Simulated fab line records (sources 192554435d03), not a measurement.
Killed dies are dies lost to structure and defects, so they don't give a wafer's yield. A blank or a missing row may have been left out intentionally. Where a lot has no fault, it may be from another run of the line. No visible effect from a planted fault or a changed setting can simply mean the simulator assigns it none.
fab line records	flow n5-finfet
record: lots: 15	wafers: 42	last-day: 18
route steps=1938 shown BEOL_M6@1214
lots that met no fault: taken from a fault-free run of the same line
start-h: start of the lot's first displayed wafer, in hours after the record's first day	wait-h: hours elapsed since this lot's preceding step	" unchanged from the row above	L1.1+2: one row covering several wafers at once	- either no value or no given start	* or withheld: withheld	< > ~ a bound
route shown NAME@n: NAME is a module with steps in the file, n the number in the route of the first one	usual: mean/standard deviation taken from wafers without a fault	same: alike in all rows	chamber/n: place in a boat	sites: per-site readings	_std_site: standard deviation across them	_edge_site: inner sites' mean taken away from outer sites' mean	radius-mm: for every site, how far away it sits from the centre of the wafer	mask NAME#n: copy n	behind: the tool/chamber that last shaped the wafer	hold: what put the lot on hold/how long, in hours/how the hold closed	device: whichever transistor did not switch (one of n, p or np)	end of line: the route-end tests of the same wafers	where a step has no rows: the recipe by itself	killed: at the first sort, the dies lost to defects and structure; wafer yield is something else	map: a wafer's dies, marking killed ones x, the rest . and places with no die _
set.NAME: setting as actually run; set.NAME@STEP: the setting as run at that earlier step	model.NAME: the simulator's own value behind a step, which no gauge read
the route's steps for a sample of lots (tables are steps, rows are wafers)
services: when a tool's chamber went out of use (start-h, in hours from the record's first day, below 0 if earlier), for how many hours, and the reason
== steps ==
step: N5_BEOL_M6_STRIP_67
recipe: chemistry: CF4	resist: SiARC	power-w: 300	bias-power-w: 75	pressure-mtorr: 50	cf4-flow-sccm: 150	rf-frequency-hz: 6e+07
usual: drypump-motor-current-A: 5.8/0.49	oes-product-au: 0.80/0.078	rf-vpp-V: 271.7/1.5	showerhead-plenum-p-Torr: 1.82/0.047	throttle-valve-pct: 13.50/0.23
lot.wafer	tool	chamber	start-h	wait-h	drypump-motor-current-A	oes-product-au	rf-hours-counter-h	rf-vpp-V	showerhead-plenum-p-Torr	throttle-valve-pct
L298.2	rie-diel-05	3	193.62	0.0	5.9	0.72	223	271.2	1.84	13.43
L298.5	"	2	"	"	5.4	0.82	-	270.7	1.78	13.45
L300.2	rie-diel-04	1	210.35	0.0	5.8	0.69	242	271.3	1.85	13.64
L300.5	"	0	"	"	5.0	0.85	-	269.5	1.74	13.62
L300.6	"	3	"	"	6.3	0.81	-	271.5	1.81	13.28
L301.1	rie-diel-04	1	215.62	0.0	5.8	0.68	243	271.9	1.85	13.63
L301.6	"	1	"	"	5.8	0.68	-	273.9	1.85	13.64
L302.1	rie-diel-05	1	220.90	0.0	5.8	0.73	162	273.0	1.85	13.95
L302.6	"	2	"	"	5.5	0.82	-	269.1	1.77	13.45
L304.3	rie-diel-05	0	234.09	0.0	6.2	0.87	51	273.4	1.89	13.27
L304.4	"	1	"	"	5.9	0.73	167	271.5	1.85	13.93
L304.5	"	2	"	"	5.4	0.81	-	269.2	1.77	13.49
L305.1	rie-diel-05	0	238.63	0.0	6.2	0.84	53	273.8	1.89	13.27
L305.5	"	0	"	"	6.2	0.85	-	272.0	1.89	13.26
L305.6	"	3	"	"	5.9	0.70	-	271.2	1.84	13.47
L307.2	rie-diel-06	3	253.45	0.0	5.1	0.73	198	272.4	1.83	13.47
L307.3	"	1	"	"	6.5	0.81	72	273.0	1.89	13.43
L307.4	"	2	"	"	5.9	0.90	24	270.2	1.79	13.36
L310.1	rie-diel-04	0	264.19	0.0	5.0	0.83	78	271.1	1.73	13.66
L310.3	"	1	"	"	5.8	0.98	3	272.3	1.85	13.13
L310.5	"	1	"	"	5.8	0.99	-	271.7	1.85	13.13
L315.1	rie-diel-04	2	308.53	0.0	6.3	0.77	135	271.2	1.86	13.64
L315.3	"	0	"	"	4.9	0.82	92	270.0	1.73	13.69
L315.6	"	1	"	"	5.8	0.93	-	272.6	1.84	13.15
L316.1	rie-diel-05	0	309.05	0.0	6.2	0.82	83	273.2	1.88	13.32
L316.4	"	2	"	"	5.4	0.78	-	268.9	1.77	13.52
L316.6	"	1	"	"	5.8	0.71	-	274.5	1.84	14.00
L318.1	rie-diel-04	2	309.89	0.0	6.3	0.76	135	273.5	1.86	13.66
L318.2	"	0	"	"	5.0	0.82	92	272.3	1.73	13.71
L318.5	"	0	"	"	5.0	0.82	-	270.0	1.73	13.71
L317.3	rie-diel-05	1	312.47	0.0	5.8	0.71	200	273.0	1.84	14.02
L317.4	"	0	"	"	6.3	0.81	85	272.7	1.88	13.34
L317.5	"	1	"	"	5.8	0.71	-	272.9	1.84	14.03
L320.1	rie-diel-06	0	312.54	0.0	6.4	0.70	243	272.3	1.82	13.86
L320.2	"	3	"	"	5.0	0.71	223	272.2	1.82	13.53
L320.6	"	1	"	"	6.5	0.78	-	272.1	1.88	13.49
L319.1	rie-diel-04	3	329.75	0.0	6.3	0.77	131	272.1	1.80	13.40
L319.2	"	0	"	"	5.0	0.81	99	269.4	1.73	13.70
L319.5	"	2	"	"	6.3	0.75	-	272.2	1.86	13.68
L321.1	rie-diel-04	3	336.27	0.0	6.3	0.77	133	271.4	1.80	13.40
L321.3	"	2	"	"	6.3	0.75	146	272.2	1.85	13.69
L321.5	"	0	"	"	5.0	0.81	-	272.3	1.73	13.71
step: N5_BEOL_M6_HM_OPEN_17
recipe: chemistry: Cl2/BCl3	target-depth-a: 200	overetch-a: 60	target: TiN	mask-material: SOC	ion-energy-ev: 150	pressure-mtorr: 10	icp-w: 1000	bias-w: 126	Cl2_flow_sccm: 53.25	bcl3-flow-sccm: 21.75	Ar_flow_sccm: 25
usual: bcl3-flow-sccm: 21.76/0.061	drypump-motor-current-A: 5.8/0.33	oes-product-au: 0.64/0.065	throttle-valve-pct: 22.1/0.35
lot.wafer	tool	chamber	start-h	wait-h	bcl3-flow-sccm	drypump-motor-current-A	oes-product-au	rf-hours-counter-h	throttle-valve-pct
L298.2	rie-metal-02	0	193.66	0.0	21.81	5.8	0.79	2	21.9
L298.5	"	0	"	"	21.93	5.9	0.79	-	21.9
L300.2	rie-metal-01	1	210.40	0.0	21.72	5.5	0.67	30	21.8
L300.5	"	0	"	"	21.82	5.7	0.56	-	22.4
L300.6	"	1	"	"	21.82	5.5	0.67	-	21.8
L301.1	rie-metal-01	0	215.66	0.0	21.74	5.7	0.55	102	22.4
L301.6	"	0	"	"	21.78	5.7	0.56	-	22.4
L302.1	rie-metal-02	0	220.94	0.0	21.82	5.8	0.78	4	21.9
L302.6	"	0	"	"	21.81	5.8	0.78	-	21.9
L304.3	rie-metal-01	0	234.16	0.1	21.76	5.7	0.55	-	22.4
L304.4	"	1	"	"	21.68	5.5	0.68	-	21.8
L304.5	"	0	"	"	21.68	5.7	0.55	-	22.5
L305.1	rie-metal-01	1	238.67	0.0	21.75	5.5	0.66	33	21.8
L305.5	"	0	"	"	21.81	5.7	0.55	-	22.5
L305.6	"	1	"	"	21.72	5.5	0.66	-	21.8
L307.2	rie-metal-03	0	253.49	0.0	21.79	6.1	0.68	39	22.5
L307.3	"	1	"	"	21.79	6.4	0.60	-	21.5
L307.4	"	0	"	"	21.69	6.1	0.67	-	22.5
L310.1	rie-metal-03	1	264.23	0.0	21.80	6.4	0.59	74	21.5
L310.3	"	1	"	"	21.77	6.4	0.59	-	21.5
L310.5	"	1	"	"	21.84	6.4	0.59	-	21.5
L315.1	rie-metal-01	1	308.57	0.0	21.84	5.4	0.66	38	21.8
L315.3	"	0	"	"	21.75	5.7	0.54	-	22.5
L315.6	"	1	"	"	21.81	5.5	0.66	-	21.8
L316.1	rie-metal-01	0	309.09	0.0	21.75	5.7	0.54	110	22.5
L316.4	"	0	"	"	21.76	5.7	0.55	-	22.4
L316.6	"	1	"	"	21.71	5.5	0.66	-	21.9
L318.1	rie-metal-01	0	309.93	0.0	21.73	5.7	0.54	110	22.5
L318.2	"	1	"	"	21.81	5.5	0.64	38	21.9
L318.5	"	0	"	"	21.76	5.7	0.54	-	22.5
L317.3	rie-metal-01	0	312.55	0.1	21.72	5.7	0.54	-	22.5
L317.4	"	1	"	"	21.64	5.5	0.64	-	21.9
L317.5	"	0	"	"	21.79	5.7	0.53	-	22.5
L320.1	rie-metal-03	0	312.58	0.0	21.68	6.2	0.67	45	22.5
L320.2	"	1	"	"	21.75	6.4	0.59	79	21.5
L320.6	"	0	"	"	21.67	6.1	0.66	-	22.5
L319.1	rie-metal-01	1	329.80	0.0	21.77	5.5	0.66	39	21.8
L319.2	"	0	"	"	21.83	5.7	0.54	111	22.4
L319.5	"	0	"	"	21.85	5.7	0.55	-	22.5
L321.1	rie-metal-02	0	336.31	0.0	21.82	5.8	0.70	16	21.9
L321.3	"	0	"	"	21.64	5.8	0.71	-	22.0
L321.5	"	1	"	"	21.66	5.5	0.62	-	22.3
step: N5_BEOL_M6_VIA_ETCH_34
recipe: chemistry: C4F6/O2	target: SiCOH_lowk	target-depth-a: 1263	mask-material: SOC	taper-deg: 4	time-s: 50.9	ion-energy-ev: 250	pressure-mtorr: 30	source-w: 345	bias-w: 185	Ar_flow_sccm: 300	C4F6_flow_sccm: 10	O2_flow_sccm: 10
usual: C4F6_flow_sccm: 9.998/0.03	drypump-motor-current-A: 5.9/0.5	oes-product-au: 0.79/0.07	rf-vpp-V: 669/13	showerhead-plenum-p-Torr: 2.91/0.084	throttle-valve-pct: 20.9/0.34
same: time-s: 50.9
lot.wafer	tool	chamber	start-h	wait-h	C4F6_flow_sccm	drypump-motor-current-A	oes-product-au	rf-hours-counter-h	rf-vpp-V	showerhead-plenum-p-Torr	throttle-valve-pct
L298.2	rie-diel-06	0	194.45	0.0	9.977	6.3	0.72	206	703	2.95	21.2
L298.5	"	0	"	"	10.020	6.3	0.71	-	706	2.95	21.2
L300.2	rie-diel-06	0	211.36	0.0	10.037	6.3	0.71	212	703	2.95	21.2
L300.5	"	3	"	"	9.987	5.1	0.73	-	672	2.93	20.8
L300.6	"	0	"	"	9.961	6.3	0.72	-	705	2.95	21.2
L301.1	rie-diel-04	0	216.63	0.0	10.008	5.0	0.85	60	663	2.78	21.2
L301.6	"	3	"	"	9.972	6.3	0.81	-	669	2.86	20.5
L302.1	rie-diel-06	1	224.45	0.0	9.986	6.5	0.84	62	654	3.00	20.8
L302.6	"	2	"	"	9.954	5.9	0.93	-	664	2.81	20.6
L304.3	rie-diel-04	3	237.55	0.0	9.945	6.3	0.80	98	668	2.86	20.6
L304.4	"	2	"	"	10.033	6.3	0.79	-	664	2.99	21.0
L304.5	"	0	"	"	9.979	5.0	0.84	-	662	2.78	21.2
L305.1	rie-diel-05	0	241.44	0.0	10.038	6.2	0.84	54	659	2.99	20.5
L305.5	"	0	"	"	9.988	6.2	0.84	-	662	2.99	20.5
L305.6	"	2	"	"	9.976	5.4	0.81	-	678	2.76	20.6
L307.2	rie-diel-05	1	255.21	0.0	9.995	5.8	0.73	175	669	2.97	21.5
L307.3	"	0	"	"	10.050	6.2	0.82	60	659	2.98	20.5
L307.4	"	2	"	"	9.965	5.4	0.79	-	676	2.76	20.6
L310.1	rie-diel-05	0	266.58	0.0	9.968	6.2	0.83	65	661	2.98	20.5
L310.3	"	2	"	"	9.992	5.4	0.79	107	676	2.75	20.6
L310.5	"	2	"	"	9.989	5.4	0.79	-	674	2.75	20.6
L315.1	rie-diel-05	0	309.39	0.0	10.038	6.2	0.57	83	660	2.97	20.5
L315.3	"	2	"	"	9.982	5.4	0.56	119	678	2.75	20.5
L315.6	"	0	"	"	9.938	6.2	0.57	-	659	2.97	20.5
L316.1	rie-diel-05	0	311.73	0.0	10.001	6.2	0.57	85	660	2.97	20.5
L316.4	"	3	"	"	10.009	5.9	0.70	0	663	2.90	20.2
L316.6	"	1	"	"	9.979	5.8	0.50	-	669	2.96	21.5
L318.1	rie-diel-06	1	312.08	0.0	9.967	6.5	0.81	98	655	2.99	20.9
L318.2	"	3	"	"	9.997	5.0	0.72	223	672	2.92	20.8
L318.5	"	3	"	"	10.000	5.0	0.71	-	671	2.92	20.8
L320.1	rie-diel-06	1	314.02	0.0	10.015	6.5	0.80	99	651	2.99	20.9
L320.2	"	3	"	"	10.038	5.0	0.72	224	673	2.92	20.8
L320.6	"	1	"	"	9.984	6.5	0.80	-	653	2.99	20.9
L317.3	rie-diel-05	2	314.48	0.0	10.014	5.4	0.56	122	676	2.75	20.6
L317.4	"	3	"	"	10.000	5.8	0.68	1	665	2.90	20.2
L317.5	"	2	"	"	9.963	5.4	0.56	-	677	2.75	20.6
L319.1	rie-diel-04	3	334.36	0.0	10.040	6.3	0.77	132	667	2.84	20.6
L319.2	"	0	"	"	10.041	5.0	0.81	100	663	2.77	21.2
L319.5	"	2	"	"	9.974	6.3	0.75	-	663	2.97	21.0
L321.1	rie-diel-04	3	339.16	0.0	9.997	6.3	0.77	135	668	2.84	20.6
L321.3	"	1	"	"	9.921	5.8	0.89	31	659	2.91	20.5
L321.5	"	3	"	"	9.990	6.3	0.77	-	668	2.84	20.6
step: N5_BEOL_M6_CURE_75
recipe: temp-c: 370	time-s: 120	ambient: DMADMS/He	material: SiCOH_lowk
usual: lamp-power-pct: 52.31/0.054	wafer_temp_C_max: 371.6/0.63
same: time-s: 120
lot.wafer	tool	chamber	start-h	wait-h	lamp-power-pct	wafer_temp_C_max
L298.2	uv-cure-03	0	194.95	0.1	52.27	371.9
L298.5	"	0	"	"	52.24	371.8
L300.2	uv-cure-02	2	211.85	0.1	52.38	371.3
L300.5	"	2	"	"	52.27	371.0
L300.6	"	2	"	"	52.34	371.3
L301.1	uv-cure-03	0	217.07	0.0	52.42	371.5
L301.6	"	0	"	"	52.34	371.7
L302.1	uv-cure-01	1	224.90	0.0	52.42	372.2
L302.6	"	1	"	"	52.31	371.9
L304.3	uv-cure-03	0	238.09	0.1	52.36	371.5
L304.4	"	0	"	"	52.25	371.0
L304.5	"	0	"	"	52.32	371.1
L305.1	uv-cure-01	1	241.88	0.0	52.33	371.8
L305.5	"	1	"	"	52.29	372.1
L305.6	"	1	"	"	52.32	371.4
L307.2	uv-cure-03	0	255.82	0.2	52.32	372.0
L307.3	"	0	"	"	52.29	371.3
L307.4	"	0	"	"	52.33	371.2
L310.1	uv-cure-01	0	267.03	0.0	52.38	371.5
L310.3	"	0	"	"	52.31	371.9
L310.5	"	0	"	"	52.35	371.5
L315.1	uv-cure-03	0	309.83	0.0	52.23	370.9
L315.3	"	0	"	"	52.35	370.8
L315.6	"	0	"	"	52.40	371.2
L316.1	uv-cure-03	2	312.17	0.0	52.30	372.8
L316.4	"	2	"	"	52.33	372.1
L316.6	"	2	"	"	52.22	372.6
L318.1	uv-cure-02	2	312.52	0.0	52.35	370.9
L318.2	"	2	"	"	52.31	371.2
L318.5	"	2	"	"	52.31	370.9
L320.1	uv-cure-02	2	314.46	0.0	52.25	370.9
L320.2	"	2	"	"	52.25	371.2
L320.6	"	2	"	"	52.33	371.3
L317.3	uv-cure-03	2	315.03	0.1	52.36	372.3
L317.4	"	2	"	"	52.22	372.1
L317.5	"	2	"	"	52.35	372.4
L319.1	uv-cure-02	2	334.81	0.0	52.26	370.9
L319.2	"	2	"	"	52.32	370.7
L319.5	"	2	"	"	52.40	371.4
L321.1	uv-cure-03	2	339.60	0.0	52.35	372.5
L321.3	"	2	"	"	52.41	372.6
L321.5	"	2	"	"	52.35	372.5
== services ==
tool	chamber	start-h	hours	kind
rie-diel-06	-	176.36	0.6	repair
uv-cure-01	-	186.64	3.0	repair
uv-cure-02	-	198.49	0.7	repair
uv-cure-01	-	211.36	3.4	pm
rie-metal-03	1	218.36	1.4	repair
rie-diel-04	1	235.11	-	clean
rie-diel-04	1	235.11	-	consumable-replace:focus-ring
rie-diel-04	1	235.11	19.4	scheduled-down
rie-diel-04	1	235.11	19.4	vent-cycle
uv-cure-03	-	245.83	0.7	repair
uv-cure-02	-	251.43	5.2	repair
rie-metal-01	-	252.55	4.3	pm
rie-metal-01	1	259.54	2.0	repair
uv-cure-03	-	266.58	0.9	repair
rie-diel-06	0	268.22	15.3	repair
rie-diel-06	2	293.88	4.3	repair
rie-diel-05	3	296.99	-	clean
rie-diel-05	3	296.99	-	consumable-replace:focus-ring
rie-diel-05	3	296.99	14.1	scheduled-down
rie-diel-05	3	296.99	14.1	vent-cycle
rie-diel-05	2	297.03	9.6	repair
rie-diel-06	2	304.45	10.4	repair
rie-metal-02	-	315.71	0.9	repair
rie-metal-01	0	333.53	-	clean
== key ==
first-sign: step: N5_BEOL_M6_VIA_ETCH_34	reading: oes-product-au	direction: down	sigmas: 2.9	usual: 0.79	struck: 0.59
effect none on later readings
met-at N5_BEOL_M6_VIA_ETCH_34
struck-lots L315,L316,L317
later-rows-left-out L315.1,L315.3,L315.6,L316.1,L316.4,L316.6,L317.3,L317.4,L317.5
sort-left-out L315.1,L315.3,L315.6,L316.1,L316.4,L316.6,L317.3,L317.4,L317.5
tester-left-out L315
not-acting-at N5_BEOL_M6_STRIP_67,N5_BEOL_M6_HM_OPEN_17,N5_BEOL_M6_CURE_75
onset-between 266.58 309.39
earlier-fault: kind: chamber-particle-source	tool: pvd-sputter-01	chamber: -	onset-h: 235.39	steps: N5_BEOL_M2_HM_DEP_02	rate-per-visit-cm2: 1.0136
earlier-fault: kind: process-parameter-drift	tool: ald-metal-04	chamber: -	onset-h: 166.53	steps: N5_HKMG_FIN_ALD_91	channel: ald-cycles	offset: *	shape: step	acts-in: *	stated: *
fault: kind: process-parameter-drift	tool: rie-diel-05	chamber: -	onset-h: 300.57	steps: N5_BEOL_M6_VIA_ETCH_34	channel: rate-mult	offset: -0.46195	shape: step
tester-left-out: of these lots the tester's yield and bins aren't shown, on N5 and GAA mostly nor the transistor test; their killed dies are dies lost to structure and defects alone, not to doping, threshold or leakage, so they don't give the yield
sort-left-out: the simulated sort isn't trusted on such a fault, so these wafers' sort isn't shown, and their yield isn't known
later-rows-left-out: the simulator's readings of these wafers behind a module that went badly wrong aren't trusted and aren't shown, but for the sort
